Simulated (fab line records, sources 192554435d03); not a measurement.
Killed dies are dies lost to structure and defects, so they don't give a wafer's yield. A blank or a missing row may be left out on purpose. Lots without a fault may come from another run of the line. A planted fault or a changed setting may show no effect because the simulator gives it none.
A struck lot beside a sound one | flow n5_finfet | 38 steps out of a route of 1938
Sound: wafers L919.4, L919.5, L919.6. Struck: wafers L909.1, L909.5, L909.6. The cause comes at the end.
At each step with rows: each side's tool, then ch and its chambers, then its first start. Under that, the readings that differ: sound wafers | struck wafers | difference of the means | sigmas: that difference in standard deviations of wafers without a fault.
alike: readings whose means differ by less than 2 such deviations, and words and numbers that are the same on both sides. not compared: withheld readings, readings that some wafer has no value for, bounds like >300 that may hide the same value, and numbers for which the record gives no deviation and whose values overlap.
The two part at a step that has a row with sigmas, a row that says differs or no value, or rows on one side only. Numbers that don't overlap but have no deviation are shown without sigmas and don't part them. A reading that every wafer of one side lacks parts them only if that side has two wafers or more.

first, 9 steps without rows for these wafers: N5_BEOL_M4_ANNEAL_95 (time 240 s); N5_BEOL_M4_SPUTTER_96 (material Cu, target thk 4.5 nm, time 8.29 s); N5_BEOL_M4_ECD_50 (material Cu, target thk 300 nm); N5_BEOL_M4_ANNEAL_51 (time 90 s); N5_BEOL_M4_CMP_52 (polishes, stops on SiOC, t overpolish 6.8 s, target thk 40 nm); N5_BEOL_M4_PRE_CLEAN_60 (time 15 s); N5_BEOL_M4_CO_CAP_55 (material Co, precursor CCTBA/H2, target thk 2 nm, time 102.1 s); N5_BEOL_M4_PRE_CLEAN_56 (time 15 s); N5_BEOL_M4_DEP_57 (deposits SiCN from 3MS/NH3, target thk 8 nm, time 14 s).
N5_BEOL_M4_RC_MEAS_101:
  sound on prober-02 ch 0, day 13 16:05; struck on prober-02 ch 0, day 11 04:07
  reading       | sound          | struck         | difference | sigmas
  SS_P (mV/dec) | 72.0 73.2 71.6 | 73.1 74.5 73.4 | +1.4       | +2
  alike: DIBL_N, DIBL_P, IOFF_N, IOFF_P, ION_N, ION_P, SS_N, VT_N, VT_P
then, 24 steps without rows for these wafers: N5_BEOL_M5_ILD_DEP_00 (deposits SiCOH lowk from DEMS/porogen, target thk 140.64 nm, time 25.9 s); N5_BEOL_M5_CURE_79 (cures SiCOH lowk, time 240 s); N5_BEOL_M5_PECVD_70 (deposits SiO2 from TEOS/O2, target thk 16 nm, time 18 s); N5_BEOL_M5_HM_DEP_02 (deposits TiN, target thk 20 nm); N5_BEOL_M5_COAT_59 (time 60 s, resist thk 60 nm); N5_BEOL_M5_COAT_60 (time 60 s, resist thk 12 nm); N5_BEOL_M5_COAT_71 (time 60 s, resist thk 5 nm); N5_BEOL_M5_COAT_05 (resist thk 30 nm); N5_BEOL_M5_EBR_07; N5_BEOL_M5_SOFTBAKE_06 (time 60 s); N5_BEOL_M5_EXPOSE_08 (exposes mask M5, target cd 28 nm); N5_BEOL_M5_PEB_09 (peb time 60 s); N5_BEOL_M5_DEVELOP_10 (develop time 30 s); N5_BEOL_M5_DESCUM_16 (chemistry O2, time 7 s); N5_BEOL_M5_ETCH_72 (etches underlayer in N2/H2, target depth 6.5 nm, time 5.2 s); N5_BEOL_M5_ETCH_61 (etches SiARC in CF4, target depth 15.6 nm, time 26 s); N5_BEOL_M5_ETCH_62 (etches SOC in N2/H2, target depth 75 nm, overetch 15 nm, time 112.5 s); N5_BEOL_M5_STRIP_63 (strips in N2/H2); N5_BEOL_M5_STRIP_73 (strips in N2/H2); N5_BEOL_M5_STRIP_64 (strips in CF4); N5_BEOL_M5_HM_OPEN_17 (chemistry Cl2/BCl3, target TiN, target depth 20 nm, overetch 6 nm); N5_BEOL_M5_STRIP_19 (strips in O2); N5_BEOL_M5_COAT_65 (time 60 s, resist thk 60 nm); N5_BEOL_M5_COAT_66 (time 60 s, resist thk 12 nm).
N5_BEOL_M7_TRENCH_ETCH_37: etches SiCOH lowk in C4F6/O2, target depth 93.478 nm, time 31.2 s.
  sound on rie_diel-06 ch 0,2,3, day 14 19:13; struck on rie_diel-05 ch 2,3, day 12 07:57
  no value came back on the struck wafers for any of 7 readings (C4F6_flow_sccm (sccm), O2_flow_sccm (sccm) and others); on the sound wafers C4F6_flow_sccm (sccm) reads 10.03 10.01 10.05
  reading                                    | sound        | struck       | difference | sigmas
  model.TiN_of_BEOL_M7_HM_DEP_02.thk_nm (nm) | 17 17.2 17.2 | 20.4 20.2 20 | +3.1       |
  not compared: rf_hours_counter_h
N5_BEOL_M7_OCD_MEAS_38:
  sound on ocd-01, day 14 19:22; struck on ocd-01, day 12 08:07
  reading              | sound          | struck    | difference | sigmas
  trench_depth_nm (nm) | 96.5 93.8 90.9 | 0.2 0.0 0 | -93.7      | -55
N5_BEOL_M7_CMP_52: polishes, stops on SiCOH lowk, t overpolish 6.9 s, target thk 80 nm.
  sound on cmp-03 ch 0,1,2, day 14 21:07; struck on cmp-04 ch 2,3, day 12 10:14
  reading                                | sound          | struck | difference | sigmas
  model.Cu_of_BEOL_M7_ECD_50.thk_nm (nm) | 84.6 79.8 78.2 | 0 0 0  | -81        |
  alike: clearing_platen_rpm, edge_zone_pressure_frac, head_pressure_psi, motor_current_A, slurry_flow_ml_min
  not compared: pad_life_wafers
-- the record jumps here: 3 days lie between the struck wafers' starts before and after (it left off in module BEOL_M7 and takes up again in module PASSIVATION, whose first step shown is number 1936 of the route) --
N5_PASSIVATION_PROBE_49:
  the record has rows for the struck wafers here (prober-01, day 15 10:32) and none for the sound ones

WHERE THEY PART
First at N5_BEOL_M4_RC_MEAS_101; last, within this record, at N5_PASSIVATION_PROBE_49.

WHY: what the simulator had put in
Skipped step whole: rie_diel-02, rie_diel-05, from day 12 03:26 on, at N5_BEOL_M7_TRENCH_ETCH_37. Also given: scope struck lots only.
